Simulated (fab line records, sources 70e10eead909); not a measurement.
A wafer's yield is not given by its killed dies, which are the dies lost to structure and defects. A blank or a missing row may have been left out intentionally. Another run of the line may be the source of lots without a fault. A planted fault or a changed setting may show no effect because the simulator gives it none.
fab line records + flow nand_harc
[record]
- lots = 12
- wafers = 36
- last_day = 24
route steps=1159 shown A_M1@1040 END@1159
lots that met no fault: taken from a fault-free run of the same line
start_h: start of the lot's first displayed wafer, in hours after the record's first day + wait_h: hours since the lot's step before + " repeats the value in the row above + L1.1+2: a row that stands for several wafers + - no value, or no start given + * or withheld: withheld + < > ~ a bound
route shown NAME@n: names a module that has steps shown in the file, with the first one's number in the route + usual: average and standard deviation across the fault-free wafers + same: alike in all rows + chamber/n: place in a boat + sites: readings site by site + _std_site: how widely they spread, as a standard deviation + _edge_site: mean of outer sites minus mean of inner sites + radius_mm: for every site, how far away it sits from the centre of the wafer + mask NAME#n: copy n + behind: tool/chamber where the wafer was last shaped + hold: reason for holding the lot/hours on hold/outcome of the hold + device: names the non-switching transistor (n, p or np) + end of line: tests run on the same wafers once the route is complete + for a step that has no rows: nothing shown but its recipe + killed: not the wafer's yield, but the dies lost to structure and defects at the first sort + map: per-die view of a wafer (x killed, . not killed, _ where there is no die)
set.NAME: the setting as run; set.NAME@STEP: as run at that earlier step + model.NAME: the simulator's own value behind a step, which no gauge read
steps of the route over a sample of lots; a table a step, a row a wafer
services: the hour from which a tool's chamber was out of use, counted from the record's first day as start_h (under 0 if before that day), plus the number of hours and why
[[steps]]
[step NHARC_A_M1_ETCH_35]
[recipe]
- target_depth_a = 400
- overetch_a = 120
- time_s = 43.94
- ion_energy_ev = 200
- n2_flow_sccm = 150
- h2_flow_sccm = 150
- ar_flow_sccm = 0
- rf_w = 400
- bias_w = 150
- chemistry = N2/H2
[usual]
- bias_w = 150.1/0.48
- chamber_pressure_mTorr = 29.999/0.027
- drypump_motor_current_A = 5.5/0.48
- h2_flow_sccm = 149.9/0.52
- oes_product_au = 1.000/0.013
- rf_fwd_power_W = 395.4/2.2
- rf_vpp_V = 431.5/2.3
- showerhead_plenum_p_Torr = 2.08/0.081
- throttle_valve_pct = 14.171/0.0095
| lot.wafer | tool        | chamber | start_h | wait_h | bias_w | chamber_pressure_mTorr | drypump_motor_current_A | h2_flow_sccm | oes_product_au | rf_fwd_power_W | rf_hours_counter_h | rf_vpp_V | showerhead_plenum_p_Torr | throttle_valve_pct |
|-----------|-------------|---------|---------|--------|--------|------------------------|-------------------------|--------------|----------------|----------------|--------------------|----------|--------------------------|--------------------|
| L486.2    | rie_diel-12 | 2       | 408.43  | 0.1    | 149.5  | 30.008                 | 4.7                     | 149.1        | 1.018          | 396.2          | 0.6                | 430.9    | 2.02                     | 14.160             |
| L486.1    | "           | 3       | "       | "      | 151.3  | 30.006                 | 6.2                     | 150.1        | 0.984          | 396.7          | 0.6                | 435.8    | 2.21                     | 14.174             |
| L486.6    | "           | 2       | "       | "      | 149.7  | 30.010                 | 4.7                     | 149.3        | 1.024          | 396.1          | -                  | 429.7    | 2.02                     | 14.162             |
| L488.2    | rie_diel-12 | 0       | 411.92  | 0.1    | 150.1  | 30.016                 | 5.1                     | 150.0        | 1.009          | 393.0          | 0.8                | 432.4    | 2.11                     | 14.170             |
| L488.3    | "           | 3       | "       | "      | 149.2  | 29.982                 | 6.2                     | 150.2        | 0.990          | 395.0          | 0.7                | 434.8    | 2.21                     | 14.180             |
| L488.6    | "           | 0       | "       | "      | 150.0  | 30.033                 | 5.1                     | 149.7        | 1.011          | 394.5          | -                  | 433.1    | 2.11                     | 14.163             |
| L493.1    | rie_diel-12 | 0       | 466.68  | 0.1    | 149.5  | 29.996                 | 5.0                     | 148.9        | 1.007          | 391.6          | 1.8                | 432.4    | 2.11                     | 14.170             |
| L493.5    | "           | 0       | "       | "      | 150.0  | 29.984                 | 5.1                     | 149.9        | 1.010          | 391.4          | -                  | 432.0    | 2.11                     | 14.188             |
| L493.6    | "           | 1       | "       | "      | 150.2  | 29.993                 | 5.2                     | 150.4        | 1.007          | 399.2          | -                  | 432.1    | 2.14                     | 14.176             |
| L491.1    | rie_diel-12 | 2       | 467.51  | 0.1    | 150.7  | 30.017                 | 4.7                     | 150.0        | 1.013          | 396.3          | 1.9                | 430.8    | 2.02                     | 14.182             |
| L491.2    | "           | 3       | "       | "      | 149.9  | 29.980                 | 6.2                     | 149.6        | 1.005          | 396.9          | 1.9                | 435.5    | 2.21                     | 14.177             |
| L491.5    | "           | 0       | "       | "      | 149.6  | 30.011                 | 5.1                     | 149.8        | 1.012          | 393.8          | -                  | 431.8    | 2.11                     | 14.186             |
| L495.1    | rie_diel-09 | 2       | 504.06  | 0.1    | 149.6  | 30.016                 | 5.1                     | 149.7        | 0.991          | 398.7          | 4.3                | 430.6    | 2.06                     | 14.168             |
| L495.3    | "           | 3       | "       | "      | 150.3  | 29.949                 | 6.0                     | 150.3        | 0.997          | 394.3          | 4.7                | 429.2    | 2.03                     | 14.182             |
| L495.5    | "           | 0       | "       | "      | 151.1  | 30.027                 | 5.3                     | 150.1        | 0.979          | 391.3          | -                  | 434.5    | 2.17                     | 14.154             |
| L500.4    | rie_diel-08 | 0       | 521.39  | 0.1    | 149.8  | 30.015                 | 5.8                     | 149.9        | 0.992          | 395.5          | 1.2                | 432.2    | 2.05                     | 14.174             |
| L500.6    | "           | 3       | "       | "      | 150.3  | 29.952                 | 5.7                     | 149.3        | 0.979          | 393.9          | -                  | 430.4    | 2.05                     | 14.177             |
| L500.5    | "           | 0       | "       | "      | 150.2  | 29.995                 | 5.8                     | 149.8        | 0.999          | 394.5          | -                  | 430.9    | 2.05                     | 14.173             |
| L499.3    | rie_diel-09 | 0       | 522.26  | 0.1    | 150.7  | 29.997                 | 5.3                     | 149.9        | 0.998          | 390.9          | 6.8                | 433.4    | 2.17                     | 14.179             |
| L499.1    | "           | 2       | "       | "      | 149.8  | 30.001                 | 5.1                     | 150.1        | 1.000          | 397.5          | 6.2                | 430.4    | 2.06                     | 14.173             |
| L499.5    | "           | 0       | "       | "      | 150.0  | 30.026                 | 5.3                     | 150.1        | 0.988          | 391.2          | -                  | 435.5    | 2.17                     | 14.171             |
| L501.1    | rie_diel-08 | 0       | 530.08  | 0.1    | 150.3  | 29.988                 | 5.8                     | 149.2        | 0.995          | 394.8          | 1.6                | 430.9    | 2.05                     | 14.169             |
| L501.3    | "           | 1       | "       | "      | 150.1  | 29.979                 | 5.8                     | 150.3        | 1.005          | 395.9          | 1.4                | 427.5    | 1.92                     | 14.185             |
| L501.4    | "           | 2       | "       | "      | 150.9  | 29.988                 | 5.7                     | 149.8        | 0.988          | 394.6          | 1.2                | 427.8    | 1.95                     | 14.176             |
| L503.1    | rie_diel-12 | 3       | 530.22  | 0.1    | 150.2  | 29.997                 | 6.2                     | 150.1        | 0.993          | 397.2          | 3.4                | 434.7    | 2.21                     | 14.156             |
| L503.3    | "           | 0       | "       | "      | 150.2  | 29.989                 | 5.1                     | 150.0        | 1.015          | 392.2          | 3.3                | 432.5    | 2.11                     | 14.169             |
| L503.6    | "           | 3       | "       | "      | 149.6  | 29.996                 | 6.2                     | 150.3        | 0.991          | 398.2          | -                  | 436.8    | 2.21                     | 14.170             |
| L502.1    | rie_diel-08 | 1       | 533.23  | 0.1    | 150.0  | 29.973                 | 5.8                     | 150.4        | 0.989          | 396.4          | 1.5                | 426.5    | 1.92                     | 14.180             |
| L502.4    | "           | 2       | "       | "      | 150.2  | 29.985                 | 5.7                     | 150.0        | 0.993          | 395.8          | 1.4                | 429.9    | 1.95                     | 14.174             |
| L502.3    | "           | 3       | "       | "      | 150.0  | 30.002                 | 5.6                     | 150.1        | 1.003          | 397.5          | 1.5                | 429.9    | 2.05                     | 14.170             |
| L505.1    | rie_diel-08 | 1       | 540.50  | 0.1    | 150.1  | 29.968                 | 5.8                     | 149.6        | 0.999          | 397.2          | 1.8                | 427.3    | 1.92                     | 14.191             |
| L505.3    | "           | 3       | "       | "      | 149.4  | 30.043                 | 5.7                     | 151.2        | 0.991          | 395.3          | 1.7                | 431.7    | 2.05                     | 14.174             |
| L505.2    | "           | 0       | "       | "      | 149.9  | 30.005                 | 5.8                     | 149.8        | 1.000          | 395.8          | 1.9                | 429.6    | 2.05                     | 14.171             |
| L504.3    | rie_diel-08 | 2       | 541.12  | 0.1    | 150.3  | 29.975                 | 5.7                     | 150.0        | 0.977          | 394.4          | 1.7                | 428.2    | 1.95                     | 14.174             |
| L504.5    | "           | 2       | "       | "      | 150.3  | 29.987                 | 5.7                     | 149.3        | 0.987          | 394.9          | -                  | 426.9    | 1.95                     | 14.173             |
| L504.6    | "           | 3       | "       | "      | 149.8  | 29.959                 | 5.7                     | 149.2        | 0.995          | 394.2          | -                  | 431.3    | 2.05                     | 14.156             |
[step NHARC_A_M1_ETCH_28]
[recipe]
- target_depth_a = 300
- over_etch_frac = 0.3
- time_s = 72.99
- ion_energy_ev = 150
- cf4_flow_sccm = 50
- n2_flow_sccm = 100
- ar_flow_sccm = 150
- rf_w = 300
- bias_w = 100
- chemistry = CF4/N2
[usual]
- bias_w = 100.0/0.34
- cf4_flow_sccm = 49.98/0.15
- drypump_motor_current_A = 5.5/0.48
- oes_product_au = 1.000/0.012
- rf_fwd_power_W = 297.6/1.4
- rf_vpp_V = 314.7/1.8
- showerhead_plenum_p_Torr = 2.66/0.096
- throttle_valve_pct = 19.794/0.0091
| lot.wafer | tool        | chamber | start_h | wait_h | bias_w | cf4_flow_sccm | drypump_motor_current_A | oes_product_au | rf_fwd_power_W | rf_hours_counter_h | rf_vpp_V | showerhead_plenum_p_Torr | throttle_valve_pct |
|-----------|-------------|---------|---------|--------|--------|---------------|-------------------------|----------------|----------------|--------------------|----------|--------------------------|--------------------|
| L486.2    | rie_diel-09 | 3       | 408.97  | -      | 100.2  | 50.11         | 6.0                     | 0.994          | 296.3          | 12                 | 315.3    | 2.61                     | 19.774             |
| L486.1    | "           | 1       | "       | "      | 100.1  | 50.06         | 6.4                     | 0.990          | 298.7          | 11                 | 314.0    | 2.61                     | 19.792             |
| L486.6    | "           | 3       | "       | "      | 100.2  | 49.75         | 6.0                     | 0.995          | 296.1          | -                  | 312.8    | 2.61                     | 19.797             |
| L488.3    | rie_diel-08 | 1       | 412.46  | -      | 99.8   | 50.10         | 5.8                     | 1.019          | 297.8          | 6                  | 311.4    | 2.48                     | 19.792             |
| L488.2    | "           | 2       | "       | "      | 99.6   | 49.93         | 5.8                     | 1.011          | 296.8          | 7                  | 312.7    | 2.52                     | 19.789             |
| L488.6    | "           | 1       | "       | "      | 99.8   | 49.96         | 5.8                     | 1.019          | 297.5          | -                  | 311.0    | 2.48                     | 19.793             |
| L493.1    | rie_diel-09 | 2       | 467.23  | -      | -      | -             | -                       | -              | -              | -                  | -        | -                        | -                  |
| L493.5    | "           | 2       | "       | "      | -      | -             | -                       | -              | -              | -                  | -        | -                        | -                  |
| L493.6    | "           | 3       | "       | "      | -      | -             | -                       | -              | -              | -                  | -        | -                        | -                  |
| L491.1    | rie_diel-08 | 3       | 468.03  | -      | -      | -             | -                       | -              | -              | -                  | -        | -                        | -                  |
| L491.2    | "           | 1       | "       | "      | -      | -             | -                       | -              | -              | -                  | -        | -                        | -                  |
| L491.5    | "           | 3       | "       | "      | -      | -             | -                       | -              | -              | -                  | -        | -                        | -                  |
| L495.3    | rie_diel-08 | 3       | 504.62  | -      | -      | -             | -                       | -              | -              | -                  | -        | -                        | -                  |
| L495.1    | "           | 1       | "       | "      | -      | -             | -                       | -              | -              | -                  | -        | -                        | -                  |
| L495.5    | "           | 0       | "       | "      | -      | -             | -                       | -              | -              | -                  | -        | -                        | -                  |
| L500.4    | rie_diel-09 | 3       | 522.00  | -      | 100.0  | 49.92         | 6.0                     | 1.005          | 298.2          | -                  | 314.6    | 2.61                     | 19.812             |
| L500.6    | "           | 0       | "       | "      | 100.2  | 50.19         | 5.3                     | 0.993          | 295.3          | -                  | 316.7    | 2.78                     | 19.790             |
| L500.5    | "           | 2       | "       | "      | 100.2  | 49.92         | 5.1                     | 0.987          | 297.7          | -                  | 315.1    | 2.65                     | 19.790             |
| L499.1    | rie_diel-12 | 0       | 522.82  | -      | 100.2  | 49.94         | 5.0                     | 1.004          | 296.5          | 3                  | 316.4    | 2.71                     | 19.785             |
| L499.3    | "           | 1       | "       | "      | 100.5  | 50.16         | 5.2                     | 1.006          | 297.7          | 3                  | 316.5    | 2.74                     | 19.787             |
| L499.5    | "           | 0       | "       | "      | 100.9  | 49.68         | 5.0                     | 1.004          | 296.6          | -                  | 317.5    | 2.71                     | 19.791             |
| L501.3    | rie_diel-08 | 0       | 530.60  | -      | 100.2  | 49.65         | 5.8                     | 0.995          | 297.7          | 2                  | 315.1    | 2.63                     | 19.809             |
| L501.4    | "           | 1       | "       | "      | 100.2  | 49.76         | 5.8                     | 0.995          | 298.6          | 1                  | 311.4    | 2.48                     | 19.791             |
| L501.1    | "           | 3       | "       | "      | 100.4  | 50.25         | 5.7                     | 1.000          | 297.1          | 2                  | 313.3    | 2.64                     | 19.788             |
| L503.3    | rie_diel-09 | 0       | 530.80  | -      | 100.4  | 50.04         | 5.3                     | 1.000          | 293.3          | 8                  | 317.7    | 2.78                     | 19.784             |
| L503.1    | "           | 2       | "       | "      | 100.1  | 49.90         | 5.1                     | 1.004          | 298.0          | 7                  | 313.9    | 2.65                     | 19.792             |
| L503.6    | "           | 2       | "       | "      | 100.2  | 49.98         | 5.1                     | 1.011          | 297.9          | -                  | 314.8    | 2.65                     | 19.799             |
| L502.1    | rie_diel-12 | 3       | 533.77  | -      | 99.8   | 49.75         | 6.2                     | 0.996          | 299.8          | 3                  | 317.3    | 2.83                     | 19.788             |
| L502.3    | "           | 0       | "       | "      | 100.0  | 49.78         | 5.1                     | 1.010          | 296.2          | 3                  | 314.9    | 2.71                     | 19.792             |
| L502.4    | "           | 1       | "       | "      | 100.2  | 50.14         | 5.2                     | 1.013          | 299.0          | 3                  | 316.4    | 2.74                     | 19.792             |
| L505.1    | rie_diel-09 | 0       | 541.04  | -      | 100.1  | 49.96         | 5.3                     | 1.002          | 295.3          | 9                  | 317.1    | 2.78                     | 19.796             |
| L505.2    | "           | 2       | "       | "      | 100.5  | 50.26         | 5.1                     | 1.006          | 297.2          | 9                  | 313.9    | 2.65                     | 19.772             |
| L505.3    | "           | 3       | "       | "      | 100.5  | 50.01         | 6.0                     | 1.000          | 298.2          | 8                  | 313.6    | 2.61                     | 19.816             |
| L504.3    | rie_diel-12 | 0       | 541.67  | -      | 99.9   | 49.90         | 5.1                     | 1.012          | 295.3          | 4                  | 314.7    | 2.71                     | 19.785             |
| L504.5    | "           | 1       | "       | "      | 99.7   | 50.07         | 5.2                     | 1.014          | 300.8          | -                  | 315.8    | 2.74                     | 19.803             |
| L504.6    | "           | 2       | "       | "      | 99.2   | 49.80         | 4.7                     | 1.001          | 299.5          | -                  | 315.1    | 2.61                     | 19.797             |
[step NHARC_A_M1_PVD_20]
[recipe]
- target_thk_a = 50
- bias_v = 168.6
- power_w = 15000
- chamber_pressure_pa = 0.12
- time_s = 8.06
- substrate_temp_c = 50
- material = TaN
[usual]
- substrate_temp_c = 50.01/0.11
- throttle_valve_pct = 29.6/0.82
| lot.wafer | tool           | chamber | start_h | wait_h | substrate_temp_c | throttle_valve_pct |
|-----------|----------------|---------|---------|--------|------------------|--------------------|
| L486.2    | pvd_sputter-02 | -       | -       | -      | 49.94            | 28.7               |
| L486.1    | "              | -       | "       | "      | 50.12            | 29.5               |
| L486.6    | "              | -       | "       | "      | 49.80            | 29.2               |
| L488.3    | pvd_sputter-03 | -       | -       | -      | 49.99            | 29.1               |
| L488.2    | "              | -       | "       | "      | 49.88            | 30.8               |
| L488.6    | "              | -       | "       | "      | 50.01            | 28.9               |
| L493.1    | pvd_sputter-01 | -       | -       | -      | 50.00            | 29.1               |
| L493.6    | "              | -       | "       | "      | 49.99            | 29.1               |
| L493.5    | "              | -       | "       | "      | 50.03            | 28.3               |
| L491.2    | pvd_sputter-02 | -       | -       | -      | 49.91            | 29.4               |
| L491.1    | "              | -       | "       | "      | 49.99            | 28.6               |
| L491.5    | "              | -       | "       | "      | 50.13            | 31.2               |
| L495.1    | pvd_sputter-01 | -       | -       | -      | 50.12            | 29.7               |
| L495.3    | "              | -       | "       | "      | 49.84            | 29.1               |
| L495.5    | "              | -       | "       | "      | 50.06            | 28.6               |
| L500.4    | pvd_sputter-03 | -       | -       | -      | 49.88            | 29.6               |
| L500.5    | "              | -       | "       | "      | 50.13            | 30.8               |
| L500.6    | "              | -       | "       | "      | 50.23            | 29.8               |
| L499.1    | pvd_sputter-02 | -       | -       | -      | 49.97            | 28.7               |
| L499.3    | "              | -       | "       | "      | 49.89            | 31.2               |
| L499.5    | "              | -       | "       | "      | 50.06            | 28.6               |
| L501.1    | pvd_sputter-01 | -       | -       | -      | 50.08            | 29.7               |
| L501.3    | "              | -       | "       | "      | 49.88            | 30.1               |
| L501.4    | "              | -       | "       | "      | 50.02            | 28.7               |
| L503.1    | pvd_sputter-01 | -       | -       | -      | 49.92            | 29.2               |
| L503.3    | "              | -       | "       | "      | 50.12            | 30.1               |
| L503.6    | "              | -       | "       | "      | 49.95            | 29.8               |
| L502.3    | pvd_sputter-03 | -       | -       | -      | 49.79            | 29.5               |
| L502.4    | "              | -       | "       | "      | 49.98            | 30.7               |
| L502.1    | "              | -       | "       | "      | 49.91            | 29.7               |
| L505.2    | pvd_sputter-03 | -       | -       | -      | 50.07            | 30.8               |
| L505.3    | "              | -       | "       | "      | 50.13            | 29.7               |
| L505.1    | "              | -       | "       | "      | 50.25            | 29.3               |
| L504.3    | pvd_sputter-01 | -       | -       | -      | 50.28            | 28.7               |
| L504.5    | "              | -       | "       | "      | 50.19            | 28.8               |
| L504.6    | "              | -       | "       | "      | 50.07            | 28.2               |
[step NHARC_END_SORT_01]
[recipe]
- temp_c = 25
[usual]
- defect_limited_yield = 95.1/1.6
- killed_at_array = 29/10
- killed_at_other = 0.7/1.1
- killed_at_periphery = 3.3/2.4
- killed_dies = 33/11
- killed_open = 3.3/2
- killed_short = 1.9/1.3
- sort_bin_2_pct = 1.5/0.67
- sort_bin_3_pct = 0.27/0.24
- sort_bin_4_pct = 3.1/1.1
- sort_n_pass = 644/11
- sort_rim_yield_pct = 97.1/2.1
- sort_yield_pct = 95.1/1.6
[same]
- gross_dies = 677
- sort_bin_5_pct[%] = 0
- sort_bin_6_pct[%] = 0
- sort_bin_7_pct[%] = 0
- sort_bin_8_pct[%] = 0
- sort_rim_n_gross = 106.00
| lot.wafer | tool      | chamber | start_h | wait_h | defect_limited_yield[%] | killed_at_array | killed_at_other | killed_at_periphery | killed_dies | killed_open | killed_short | sort_bin_2_pct[%] | sort_bin_3_pct[%] | sort_bin_4_pct[%] | sort_n_pass | sort_rim_yield_pct[%] | sort_yield_pct[%] |
|-----------|-----------|---------|---------|--------|-------------------------|-----------------|-----------------|---------------------|-------------|-------------|--------------|-------------------|-------------------|-------------------|-------------|-----------------------|-------------------|
| L491.1    | prober-02 | 0       | 505.97  | 2.5    | 0                       | 672             | 1               | 4                   | 677         | 4           | 2            | 96.8              | 0.44              | 2.8               | 0           | 0                     | 0                 |
| L491.2    | prober-02 | 0       | 506.75  | 2.8    | 0                       | 675             | 0               | 2                   | 677         | 5           | 2            | 96.8              | 0.15              | 3.1               | 0           | 0                     | 0                 |
| L491.5    | prober-02 | 0       | 509.11  | 3.6    | 0                       | 673             | 1               | 3                   | 677         | 2           | 1            | 96.9              | 0.30              | 2.8               | 0           | 0                     | 0                 |
| L495.1    | prober-01 | 0       | 540.71  | 2.5    | 0                       | 666             | 3               | 8                   | 677         | 4           | 2            | 95.6              | 1.18              | 3.2               | 0           | 0                     | 0                 |
| L495.3    | prober-01 | 0       | 542.29  | 3.1    | 0                       | 666             | 5               | 6                   | 677         | 3           | 2            | 94.8              | 0.44              | 4.7               | 0           | 0                     | 0                 |
| L495.5    | prober-01 | 0       | 543.88  | 3.7    | 0                       | 671             | 1               | 5                   | 677         | 3           | 2            | 95.7              | 0.15              | 4.1               | 0           | 0                     | 0                 |
// killed by level:class
L491.1 A_M1:area_etch=639 A_CHANNEL_HOLE_D1:chamber_film_flake=20 A_STAIRCASE:chamber_film_flake=4 A_CONTACT:chamber_film_flake=3 P_STI:chamber_film_flake=2 P_CONTACT:geometric_particle:open=1 A_CHANNEL_HOLE_D1:geometric_particle:open=1 A_M0:geometric_particle:open=1
L491.2 A_M1:area_etch=646 A_CHANNEL_HOLE_D1:chamber_film_flake=19 A_CONTACT:chamber_film_flake=4 P_GATE:geometric_particle:open=1 P_M0:geometric_particle:open=1 A_CHANNEL_FILL_D1:geometric_particle:open=1 A_WL_FILL:geometric_particle:open=1 A_WL_FILL:geometric_particle:short=1
L491.5 A_M1:area_etch=647 A_CHANNEL_HOLE_D1:chamber_film_flake=18 A_CONTACT:chamber_film_flake=5 A_STAIRCASE:chamber_film_flake=2 P_GATE:geometric_particle:open=1 P_CONTACT:geometric_particle:open=1 A_ONON_D1:geometric_particle:short=1 P_STI:chamber_film_flake=1
L495.1 A_M1:area_etch=634 A_SLIT:chamber_film_flake=9 A_CHANNEL_HOLE_D1:chamber_film_flake=7 P_CONTACT:chamber_film_flake=6 A_STAIRCASE:chamber_film_flake=5 A_CONTACT:chamber_film_flake=5 THIN_TSV:chamber_film_flake=3 A_CONTACT:geometric_particle:open=2
L495.3 A_M1:area_etch=631 A_SLIT:chamber_film_flake=17 A_CONTACT:chamber_film_flake=7 A_STAIRCASE:chamber_film_flake=6 P_CONTACT:chamber_film_flake=5 THIN_TSV:chamber_film_flake=4 A_CHANNEL_HOLE_D1:chamber_film_flake=2 P_CONTACT:geometric_particle:open=1
L495.5 A_M1:area_etch=642 A_SLIT:chamber_film_flake=10 A_CONTACT:chamber_film_flake=10 P_CONTACT:chamber_film_flake=3 A_STAIRCASE:chamber_film_flake=3 A_CHANNEL_HOLE_D1:chamber_film_flake=2 P_STI:geometric_particle:open=1 A_CHANNEL_FILL_D1:geometric_particle:open=1
[[services]]
| tool           | chamber | start_h | hours | kind   |
|----------------|---------|---------|-------|--------|
| rie_diel-12    | 0       | 390.24  | 1.4   | repair |
| pvd_sputter-02 | -       | 392.00  | 10.0  | pm     |
| rie_diel-08    | 1       | 396.03  | 11.2  | repair |
| rie_diel-08    | 0       | 408.80  | -     | clean  |
| rie_diel-08    | 1       | 408.80  | -     | clean  |
| rie_diel-08    | 2       | 408.80  | -     | clean  |
| rie_diel-08    | 3       | 408.80  | -     | clean  |
| pvd_sputter-01 | -       | 413.99  | 26.0  | repair |
| rie_diel-09    | -       | 431.11  | 9.0   | pm     |
| rie_diel-08    | 0       | 433.30  | -     | clean  |
| rie_diel-08    | 1       | 433.30  | -     | clean  |
| rie_diel-08    | 2       | 433.30  | -     | clean  |
| rie_diel-08    | 3       | 433.30  | -     | clean  |
| pvd_sputter-02 | -       | 445.98  | 0.9   | repair |
| rie_diel-08    | 0       | 457.80  | -     | clean  |
| rie_diel-08    | 1       | 457.80  | -     | clean  |
| rie_diel-08    | 2       | 457.80  | -     | clean  |
| pvd_sputter-03 | -       | 458.00  | 10.0  | pm     |
| rie_diel-08    | -       | 478.80  | 9.0   | pm     |
| rie_diel-08    | 3       | 493.36  | 1.8   | repair |
| rie_diel-09    | 1       | 501.92  | 33.4  | repair |
| pvd_sputter-01 | -       | 514.06  | 10.0  | pm     |
| rie_diel-12    | -       | 521.76  | 0.7   | repair |
| rie_diel-09    | 3       | 532.00  | 2.8   | repair |
[[key]]
[first_sign]
- step = NHARC_A_M1_ETCH_28
- reading = tool_record
- direction = missing
[effect]
- step = NHARC_END_SORT_01
- reading = sort_bin_2_pct
- direction = up
- sigmas = 99+
- usual = 1.5
- struck = 96.1
[more_kills_born_at]
- NHARC_A_M1_ETCH_28@rie_diel-08 = 3839
met_at NHARC_A_M1_ETCH_28
struck_lots L491,L493,L495
rows_end L493.1,L493.5,L493.6
later_rows_left_out L491.1,L491.2,L491.5,L495.1,L495.3,L495.5
not_acting_at NHARC_A_M1_ETCH_35,NHARC_A_M1_PVD_20
onset_between 412.46 467.23
[fault]
- kind = skipped_step_whole
- tool = rie_diel-08,rie_diel-09
- chamber = -
- onset_h = 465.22
- steps = NHARC_A_M1_ETCH_28
- scope = struck_lots_only
// later_rows_left_out: the simulator's readings of these wafers behind a module that went badly wrong aren't trusted and aren't shown, but for the sort
// rows_end: these wafers met a further fault down the route, and their rows from its step on are left out
